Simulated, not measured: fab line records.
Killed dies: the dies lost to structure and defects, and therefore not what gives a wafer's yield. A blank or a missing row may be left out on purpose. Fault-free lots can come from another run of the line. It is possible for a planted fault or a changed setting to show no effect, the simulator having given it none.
Chamber matching || flow n5-finfet || ald-sin-04 running N5_FIN_SAQP_ALD_61: 4 sister chambers
The step deposits SiO2, target thk 4 nm, pulse time 1 s, purge time 2 s. 4 wafers are shown with their chamber, then 7 later ones without.

== WAFERS, EACH WITH ITS CHAMBER ==
{"wafer": "L091.5", "chamber": 2, "heater-power-w (W)": 431}
{"wafer": "L091.6", "chamber": 3, "heater-power-w (W)": 476}
{"wafer": "L092.1", "chamber": 1, "heater-power-w (W)": 485}
{"wafer": "L092.2", "chamber": 0, "heater-power-w (W)": 443}

== WAFERS WITH NO CHAMBER GIVEN ==
{"wafer": "L092.4", "heater-power-w (W)": 480}
{"wafer": "L094.2", "heater-power-w (W)": 437}
{"wafer": "L094.4", "heater-power-w (W)": 469}
{"wafer": "L094.5", "heater-power-w (W)": 417}
{"wafer": "L096.2", "heater-power-w (W)": 474}
{"wafer": "L096.4", "heater-power-w (W)": 459}
{"wafer": "L096.6", "heater-power-w (W)": 455}

== THE CHAMBER EACH PASSED THROUGH ==
{"wafer": "L092.4", "from the rows above": "can't be placed: 3 or 1", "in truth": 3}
{"wafer": "L094.2", "from the rows above": "can't be placed: 0 or 2", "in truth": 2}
{"wafer": "L094.4", "from the rows above": "can't be placed: 3 or 1 or 0", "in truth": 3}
{"wafer": "L094.5", "from the rows above": "can't be placed: 2 or 0", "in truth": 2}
{"wafer": "L096.2", "from the rows above": "can't be placed: 3 or 1", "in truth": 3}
{"wafer": "L096.4", "from the rows above": "can't be placed: 0 or 3 or 1 or 2", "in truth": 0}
{"wafer": "L096.6", "from the rows above": "can't be placed: 0 or 3 or 2 or 1", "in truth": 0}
Correct placement for 0 of the 7. These rows do not allow placing 7 (true chamber among the candidates in 7). Number placed wrongly: 0.
How it was worked out, from the rows above alone: a wafer's distance from a chamber is the root of the sum, over the readings, of the square of ((its reading less the chamber's mean) divided by the reading's scatter). If the next closest chamber is less than 2 further off than the closest, the wafer can't be placed; otherwise it belongs to the closest. The mean given for a chamber averages the wafers shown for that chamber. The scatter: with one shown wafer a chamber, the root of the mean of the squares of how far each hidden wafer lies from its nearest shown one.
